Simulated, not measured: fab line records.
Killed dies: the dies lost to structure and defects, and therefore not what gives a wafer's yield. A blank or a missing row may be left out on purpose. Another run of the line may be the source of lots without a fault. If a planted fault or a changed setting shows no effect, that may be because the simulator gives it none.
fab line records	flow nand-harc
[record] lots = 7	wafers = 21	last-day = 32
route steps=1302 shown P_M2@332 END@1302
lots untouched by any fault: they come from a run of this same line in which no faults occurred
start-h: hours from the record's opening day to when the first of the lot's shown wafers began	wait-h: hours from the lot's prior step to this one	" the same as in the row above	L1.1+2: a single row standing in for several wafers	- no value present, or no start provided	* or withheld: withheld	< > ~ a bound
route shown NAME@n: NAME is a module with steps in the file, n the number in the route of the first one	usual: mean/standard deviation of fault-free wafers	same: alike in all rows	chamber/n: place in a boat	sites: readings site by site	_std_site: standard deviation of those values	_edge_site: mean of outer sites minus mean of inner sites	radius-mm: how far each site lies from the wafer's centre	mask NAME#n: copy n	behind: the last tool/chamber to shape the wafer	hold: what put the lot on hold/how long, in hours/how the hold closed	device: names the non-switching transistor (n, p or np)	end of line: tests of these same wafers at the route's end	step lacking rows: just its recipe	killed: not the wafer's yield, but the dies lost to structure and defects at the first sort	map: dies across one wafer; x = killed, . = not, _ = none there
set.NAME: the setting as run; set.NAME@STEP: as run at that earlier step	model.NAME: the simulator's own value behind a step, which no gauge read
lots at selected steps of the route; one table per step, one row per wafer
services: when a tool's chamber went out of use (start-h, in hours from the record's first day, below 0 if earlier), for how many hours, and the reason
[[steps]]
[step NHARC_P_M2_ETCH_35]
[recipe] target-depth-a = 400	overetch-a = 120	time-s = 43.94	ion-energy-ev = 200	n2-flow-sccm = 150	h2-flow-sccm = 150	ar-flow-sccm = 0	rf-w = 400	bias-w = 150	chemistry = N2/H2
[step NHARC_P_M2_ETCH_15]
[recipe] target-depth-a = 1825	time-s = 91.2	c4f8-flow-sccm = withheld	ar-flow-sccm = 400	rf-w = 600	bias-w = 300	chemistry = C4F8/Ar
[usual] bias-w = 299.9/0.84	oes-product-au = 0.937/0.02	rf-vpp-V = 441.9/2.2
lot.wafer	tool	chamber	start-h	wait-h	bias-w	oes-product-au	rf-hours-counter-h	rf-vpp-V
L390.3	rie-diel-02	0	-	-	300.6	0.925	3.9	440.9
L390.1	"	1	"	"	299.6	0.916	4.6	444.6
L390.5	"	3	"	"	299.0	0.929	-	437.0
L392.1	rie-diel-02	1	-	-	301.0	0.930	4.8	444.0
L392.5	"	0	"	"	300.2	0.930	-	440.2
L392.6	"	1	"	"	301.0	0.938	-	443.4
L403.4	rie-diel-07	0	-	-	299.4	0.923	8.2	440.6
L403.1	"	3	"	"	300.4	0.916	7.8	442.2
L403.5	"	1	"	"	300.5	0.921	-	443.8
L404.3	rie-diel-02	3	-	-	300.3	0.931	4.5	436.8
L404.2	"	1	"	"	299.3	0.931	4.1	444.5
L404.6	"	0	"	"	299.2	0.932	-	440.6
L405.1	rie-diel-06	2	-	-	300.5	0.956	8.0	439.0
L405.6	"	2	"	"	299.6	0.952	-	440.0
L405.5	"	3	"	"	299.2	0.951	-	444.2
L406.2	rie-diel-06	2	-	-	299.7	0.939	0.0	438.1
L406.1	"	0	"	"	301.3	0.962	0.0	441.6
L406.3	"	1	"	"	300.1	0.957	0.0	443.5
L410.2	rie-diel-02	3	-	-	300.7	0.921	7.5	438.0
L410.5	"	1	"	"	299.3	0.927	-	443.5
L410.4	"	2	"	"	299.2	0.929	-	440.3
[step NHARC_P_M2_CD_MEAS_16]
[usual] cd-nm = 169.8/0.78
lot.wafer	tool	chamber	start-h	wait-h	cd-nm
L390.1	cd-sem-03	-	148.40	-	169.8
L390.3	"	-	"	"	169.5
L390.5	"	-	"	"	170.3
L392.1	cd-sem-02	-	164.76	-	170.0
L392.5	"	-	"	"	169.7
L392.6	"	-	"	"	170.1
L403.1	cd-sem-03	-	278.46	-	169.5
L403.4	"	-	"	"	168.6
L403.5	"	-	"	"	169.5
L404.2	cd-sem-02	-	296.49	-	170.1
L404.3	"	-	"	"	171.0
L404.6	"	-	"	"	171.6
L405.1	cd-sem-01	-	300.62	-	169.9
L405.5	"	-	"	"	169.1
L405.6	"	-	"	"	169.8
L406.1	cd-sem-03	-	320.05	-	168.8
L406.2	"	-	"	"	170.3
L406.3	"	-	"	"	171.2
L410.2	cd-sem-02	-	349.42	-	170.9
L410.4	"	-	"	"	170.1
L410.5	"	-	"	"	170.6
[step NHARC_P_M2_STRIP_18]
[recipe] power-w = 1000	n2-flow-sccm = 150	h2-flow-sccm = 150	ar-flow-sccm = 0	bias-w = 0	chemistry = N2/H2
[usual] drypump-motor-current-A = 5.8/0.52	oes-product-au = 0.993/0.011	power-w = 1000/3.3	rf-vpp-V = 91.0/0.91	showerhead-plenum-p-Torr = 2.08/0.073	throttle-valve-pct = 14.171/0.0097
[same] bias-w = 0
lot.wafer	tool	chamber	start-h	wait-h	drypump-motor-current-A	oes-product-au	power-w	rf-hours-counter-h	rf-vpp-V	showerhead-plenum-p-Torr	throttle-valve-pct
L390.1	rie-diel-06	1	148.52	0.1	5.4	0.981	998	0.8	90.9	2.16	14.174
L390.3	"	2	"	"	6.7	0.980	1002	0.8	91.0	1.98	14.181
L390.5	"	3	"	"	5.8	1.002	998	-	89.6	2.13	14.156
L392.1	rie-diel-02	0	164.83	0.1	5.1	1.003	1002	4.2	90.3	2.01	14.185
L392.5	"	0	"	"	5.1	0.996	1000	-	91.6	2.01	14.148
L392.6	"	1	"	"	5.6	1.003	998	-	92.7	2.15	14.171
L403.4	rie-diel-07	2	278.54	0.1	5.9	0.977	998	8.4	91.2	2.17	14.153
L403.1	"	1	"	"	4.8	0.996	999	8.9	89.9	2.16	14.178
L403.5	"	2	"	"	5.9	0.985	997	-	91.1	2.17	14.174
L404.3	rie-diel-06	0	296.61	0.1	5.7	0.994	998	4.0	90.2	2.04	14.159
L404.2	"	1	"	"	5.4	0.993	1000	7.9	93.0	2.16	14.176
L404.6	"	3	"	"	5.8	0.997	996	-	90.8	2.13	14.178
L405.1	rie-diel-06	2	300.70	0.1	6.7	0.981	1003	8.0	89.3	1.98	14.164
L405.5	"	2	"	"	6.7	0.995	1006	-	91.7	1.98	14.162
L405.6	"	3	"	"	5.8	0.992	1001	-	91.6	2.13	14.174
L406.3	rie-diel-07	0	320.16	0.1	5.5	1.005	1004	1.0	91.8	2.01	14.157
L406.2	"	1	"	"	4.8	1.005	1000	1.0	90.8	2.16	14.170
L406.1	"	2	"	"	5.9	0.993	999	1.4	89.7	2.17	14.165
L410.2	rie-diel-06	3	349.52	0.1	5.8	0.976	1007	1.6	91.9	2.13	14.175
L410.4	"	1	"	"	5.5	0.995	1000	1.2	91.3	2.16	14.161
L410.5	"	3	"	"	5.8	0.975	1006	-	91.2	2.13	14.173
[step NHARC_P_M2_ETCH_28]
[recipe] target-depth-a = 300	over-etch-frac = 0.3	time-s = 72.99	ion-energy-ev = 150	cf4-flow-sccm = 50	n2-flow-sccm = 100	ar-flow-sccm = 150	rf-w = 300	bias-w = 100	chemistry = CF4/N2
[step NHARC_P_M2_STRIP_19]
[recipe] time-s = 600	temp-c = 30	chemistry = post-etch-residue-remover
[step NHARC_P_M2_DEGAS_29]
[recipe] temp-c = 250	time-s = 60
[usual] heater-power-w = 336/23
lot.wafer	tool	chamber	start-h	wait-h	heater-power-w
L390.3	pvd-sputter-01	-	149.11	-	344
L390.1	"	-	"	"	307
L390.5	"	-	"	"	344
L392.1	pvd-sputter-03	-	165.49	-	345
L392.5	"	-	"	"	315
L392.6	"	-	"	"	313
L403.4	pvd-sputter-03	-	279.18	-	319
L403.1	"	-	"	"	338
L403.5	"	-	"	"	320
L404.2	pvd-sputter-02	-	297.21	-	374
L404.3	"	-	"	"	386
L404.6	"	-	"	"	368
L405.1	pvd-sputter-01	-	301.34	-	369
L405.5	"	-	"	"	365
L405.6	"	-	"	"	352
L406.2	pvd-sputter-03	-	320.81	-	312
L406.3	"	-	"	"	336
L406.1	"	-	"	"	342
L410.2	pvd-sputter-01	-	350.14	-	282
L410.4	"	-	"	"	371
L410.5	"	-	"	"	317
[step NHARC_P_M2_PRE_CLEAN_30]
[recipe] time-s = 30	temp-c = 280	gas = H2/He
[step NHARC_P_M2_PVD_20]
[recipe] target-thk-a = 50	bias-v = 168.6	power-w = 15000	chamber-pressure-pa = 0.12	time-s = 8.06	substrate-temp-c = 50	material = TaN
[usual] chamber-pressure-pa = 0.12003/0.00025	throttle-valve-pct = 30.4/0.99
lot.wafer	tool	chamber	start-h	wait-h	chamber-pressure-pa	throttle-valve-pct
L390.3	pvd-sputter-01	-	-	-	0.12068	32.8
L390.1	"	-	"	"	0.11975	29.7
L390.5	"	-	"	"	0.12009	29.8
L392.1	pvd-sputter-03	-	-	-	0.12047	31.8
L392.6	"	-	"	"	0.12045	29.0
L392.5	"	-	"	"	0.12012	29.4
L403.1	pvd-sputter-03	-	-	-	0.12004	30.3
L403.4	"	-	"	"	0.11968	29.9
L403.5	"	-	"	"	0.11977	30.3
L404.3	pvd-sputter-02	-	-	-	0.12019	30.3
L404.2	"	-	"	"	0.11989	30.1
L404.6	"	-	"	"	0.12035	30.6
L405.1	pvd-sputter-01	-	-	-	0.11992	29.5
L405.5	"	-	"	"	0.11998	32.5
L405.6	"	-	"	"	0.12025	29.5
L406.2	pvd-sputter-03	-	-	-	0.12036	30.6
L406.3	"	-	"	"	0.12084	31.2
L406.1	"	-	"	"	0.11994	30.0
L410.2	pvd-sputter-01	-	-	-	0.11993	29.5
L410.4	"	-	"	"	0.12001	32.5
L410.5	"	-	"	"	0.11976	29.5
[step NHARC_P_M2_PVD_21]
[recipe] target-thk-a = 300	chamber-pressure-pa = 5	power-w = 5000	substrate-temp-c = 30	time-s = 20.49	material = Cu
[step NHARC_P_M2_ECD_22]
[recipe] target-thk-a = 4000	bath-temp-c = 25	material = Cu
[step NHARC_P_M2_ANNEAL_31]
[recipe] temp-c = 225	time-s = 90
[usual] wafer_temp_C_max = 226.25/0.3
lot.wafer	tool	chamber	start-h	wait-h	wafer_temp_C_max
L390.1	rtp-anneal-02	0	149.89	0.3	226.19
L390.3	"	0	"	"	226.02
L390.5	"	0	"	"	226.26
L392.1	rtp-anneal-02	0	166.22	0.3	226.40
L392.5	"	0	"	"	226.39
L392.6	"	0	"	"	226.71
L403.1	rtp-anneal-01	0	279.92	0.3	226.32
L403.4	"	0	"	"	226.03
L403.5	"	0	"	"	226.11
L404.2	rtp-anneal-01	0	298.00	-	226.08
L404.3	"	0	"	"	226.47
L404.6	"	0	"	"	225.98
L405.1	rtp-anneal-01	0	302.08	-	226.36
L405.5	"	0	"	"	226.09
L405.6	"	0	"	"	226.43
L406.1	rtp-anneal-02	0	321.55	0.3	226.53
L406.2	"	0	"	"	225.95
L406.3	"	0	"	"	226.48
L410.2	rtp-anneal-01	0	350.93	0.4	226.18
L410.4	"	0	"	"	226.12
L410.5	"	0	"	"	225.97
[step NHARC_P_M2_CMP_23]
[recipe] t-overpolish-s = 20	target-thk-nm = 144.3
[usual] edge-zone-pressure-frac = 1.000/0.0051	motor-current-A = 11.8/1.1	time-to-endpoint-s = 27.9/2.8
lot.wafer	tool	chamber	start-h	wait-h	edge-zone-pressure-frac	motor-current-A	time-to-endpoint-s
L390.1	cmp-03	3	150.26	-	0.994	11.1	29.3
L390.3	"	1	"	"	1.003	13.3	27.7
L390.5	"	3	"	"	0.993	11.0	28.2
L392.1	cmp-04	2	166.59	-	0.993	10.0	27.5
L392.6	"	1	"	"	1.002	11.5	31.9
L392.5	"	2	"	"	1.004	10.2	28.0
L403.4	cmp-02	3	280.32	-	-	-	-
L403.1	"	0	"	"	-	-	-
L403.5	"	2	"	"	-	-	-
L404.3	cmp-04	0	298.35	-	-	-	-
L404.2	"	1	"	"	-	-	-
L404.6	"	3	"	"	-	-	-
L405.1	cmp-03	1	302.42	-	-	-	-
L405.5	"	1	"	"	-	-	-
L405.6	"	2	"	"	-	-	-
L406.3	cmp-04	2	321.94	-	0.986	9.9	27.3
L406.1	"	3	"	"	1.003	12.1	29.8
L406.2	"	0	"	"	1.003	12.6	27.5
L410.2	cmp-02	3	351.22	-	1.000	11.8	29.4
L410.4	"	0	"	"	1.002	11.0	25.0
L410.5	"	3	"	"	1.003	12.1	26.4
[step NHARC_P_M2_THK_MEAS_24]
[recipe] thk-meas-gauge = xrf
[usual] thk-nm = 144.2/1.7
lot.wafer	tool	chamber	start-h	wait-h	hold	thk-nm
L390.1	film-metro-01	-	150.55	-	-	147.1
L390.3	"	-	"	"	-	144.6
L390.5	"	-	"	"	-	145.2
L392.1	film-metro-01	-	166.88	-	-	142.3
L392.5	"	-	"	"	-	142.9
L392.6	"	-	"	"	-	146.3
L403.1	film-metro-01	-	280.58	0.2	await-dispo/0.2h/release	397.2
L403.4	"	-	"	"	await-dispo/0.2h/release	396.0
L403.5	"	-	"	"	await-dispo/0.2h/release	396.2
L403.1	film-metro-01	-	280.75	0.2	-	399.1
L403.4	"	-	"	"	-	395.9
L403.5	"	-	"	"	-	397.3
L404.2	film-metro-01	-	298.61	0.2	await-dispo/0.2h/release	399.7
L404.3	"	-	"	"	await-dispo/0.2h/release	400.8
L404.6	"	-	"	"	await-dispo/0.2h/release	404.8
L404.2	film-metro-01	-	298.78	0.2	-	398.7
L404.3	"	-	"	"	-	401.9
L404.6	"	-	"	"	-	405.6
L405.1	film-metro-02	-	302.73	0.3	await-dispo/0.2h/release	396.3
L405.5	"	-	"	"	await-dispo/0.2h/release	398.8
L405.6	"	-	"	"	await-dispo/0.2h/release	397.3
L405.1	film-metro-02	-	302.91	0.2	-	397.8
L405.5	"	-	"	"	-	398.6
L405.6	"	-	"	"	-	397.7
L406.1	film-metro-02	-	322.23	-	-	142.7
L406.2	"	-	"	"	-	144.3
L406.3	"	-	"	"	-	143.3
L410.2	film-metro-02	-	351.54	-	-	141.7
L410.4	"	-	"	"	-	143.9
L410.5	"	-	"	"	-	141.8
[step NHARC_END_SORT_01]
[recipe] temp-c = 25
[usual] defect-limited-yield = 91/3	killed-at-array = 55/20	killed-at-other = 1.2/1.3	killed-at-periphery = 4.0/3	killed-dies = 60/21	killed-open = 3.2/1.9	killed-short = 2.5/1.6
[same] gross-dies = 677
lot.wafer	tool	chamber	start-h	wait-h	defect-limited-yield[%]	killed-at-array	killed-at-other	killed-at-periphery	killed-dies	killed-open	killed-short
L390.1	prober-02	0	577.25	2.5	95	34	0	0	34	5	2
L390.3	prober-02	0	578.84	3.1	96	24	0	3	27	1	2
L390.5	prober-02	0	580.44	3.7	97	21	1	1	23	1	6
L392.1	prober-01	0	591.38	2.5	87	88	0	2	90	2	3
L392.5	prober-01	0	594.56	3.7	83	113	0	3	116	3	3
L392.6	prober-01	0	595.36	4.0	84	105	0	4	109	2	5
// killed by level:class
L390.1 A_CONTACT:chamber-film-flake=15 A_CHANNEL_HOLE_D2:chamber-film-flake=11 A_ONON_D1:geometric-particle:short=1 A_CHANNEL_FILL_D1:geometric-particle:open=1 A_DECK1_JOINT:geometric-particle:open=1 A_CHANNEL_HOLE_D2:geometric-particle:short=1 A_CHANNEL_FILL_D2:geometric-particle:open=1 A_SGD_CUT:geometric-particle:open=1
L390.3 A_CHANNEL_HOLE_D2:chamber-film-flake=9 A_CONTACT:chamber-film-flake=7 A_STAIRCASE:chamber-film-flake=3 P_STI:chamber-film-flake=2 A_CHANNEL_FILL_D1:geometric-particle:open=1 A_CONTACT:geometric-particle:short=1 A_M1:geometric-particle:short=1 P_M2:chamber-film-flake=1
L390.5 A_CONTACT:chamber-film-flake=9 A_CHANNEL_HOLE_D2:chamber-film-flake=4 A_ONON_D2:geometric-particle:short=2 A_STAIRCASE:chamber-film-flake=2 P_CONTACT:geometric-particle:short=1 A_CHANNEL_FILL_D1:geometric-particle:short=1 A_SGD_CUT:geometric-particle:short=1 A_BLC:geometric-particle:open=1
L392.1 A_CHANNEL_HOLE_D2:chamber-film-flake=27 A_SLIT:chamber-film-flake=25 A_CHANNEL_HOLE_D1:chamber-film-flake=21 A_CONTACT:chamber-film-flake=8 A_CHANNEL_HOLE_D1:geometric-particle:short=1 A_CHANNEL_FILL_D1:geometric-particle:open=1 A_DECK1_JOINT:geometric-particle:short=1 A_ONON_D2:geometric-particle:open=1
L392.5 A_CHANNEL_HOLE_D1:chamber-film-flake=36 A_CHANNEL_HOLE_D2:chamber-film-flake=36 A_SLIT:chamber-film-flake=26 A_CONTACT:chamber-film-flake=7 A_CHANNEL_FILL_D2:chamber-film-flake=2 P_CONTACT:geometric-particle:open=1 A_SOURCE_PLATE:geometric-particle:open=1 A_CHANNEL_FILL_D1:geometric-particle:short=1
L392.6 A_CHANNEL_HOLE_D2:chamber-film-flake=34 A_SLIT:chamber-film-flake=31 A_CHANNEL_HOLE_D1:chamber-film-flake=24 A_CONTACT:chamber-film-flake=9 A_CHANNEL_FILL_D2:geometric-particle:open=2 P_STI:geometric-particle:short=1 P_CONTACT:geometric-particle:short=1 P_M0:geometric-particle:short=1
[[services]]
tool	chamber	start-h	hours	kind
pvd-sputter-02	-	124.33	2.5	repair
rie-diel-06	-	130.20	9.0	pm
cmp-04	-	134.20	1.2	repair
cmp-02	-	134.50	4.0	pm
cmp-02	-	139.67	2.1	repair
pvd-sputter-02	-	145.66	7.6	repair
rie-diel-07	3	165.80	4.2	repair
pvd-sputter-03	-	170.02	10.0	pm
rie-diel-06	3	172.71	22.3	repair
rie-diel-06	0	176.51	71.6	repair
cmp-04	-	209.02	4.0	pm
rie-diel-02	-	217.02	9.0	pm
pvd-sputter-01	-	226.02	10.0	pm
rie-diel-02	2	263.44	4.9	repair
rie-diel-07	2	266.82	4.5	repair
rie-diel-06	1	277.33	7.9	repair
rie-diel-07	1	280.35	4.8	repair
rie-diel-07	-	294.20	9.0	pm
pvd-sputter-01	-	294.92	2.3	repair
cmp-04	-	307.02	4.0	pm
rie-diel-06	-	307.20	9.0	pm
rie-diel-02	-	317.89	2.4	repair
pvd-sputter-03	-	348.02	10.0	pm
rie-diel-02	0	348.58	9.7	repair
[[key]]
[first-sign] step = NHARC_P_M2_CMP_23	reading = tool-record	direction = missing
[effect] step = NHARC_P_M2_THK_MEAS_24	reading = visit	direction = added
[effect] step = NHARC_P_M2_THK_MEAS_24	reading = thk-nm	direction = up	sigmas = 99+	usual = 144.2	struck = 398.6
met-at NHARC_P_M2_CMP_23
struck-wafers L403.1,L403.4,L403.5,L404.2,L404.3,L404.6,L405.1,L405.5,L405.6
scrapped-behind NHARC_P_M2_THK_MEAS_24 L403.1,L403.4,L403.5,L404.2,L404.3,L404.6,L405.1,L405.5,L405.6
onset-between 166.59 280.32
[fault] kind = skipped-step-whole	tool = cmp-02,cmp-03,cmp-04	chamber = -	onset-h = 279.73	steps = NHARC_P_M2_CMP_23	scope = struck-lots-only
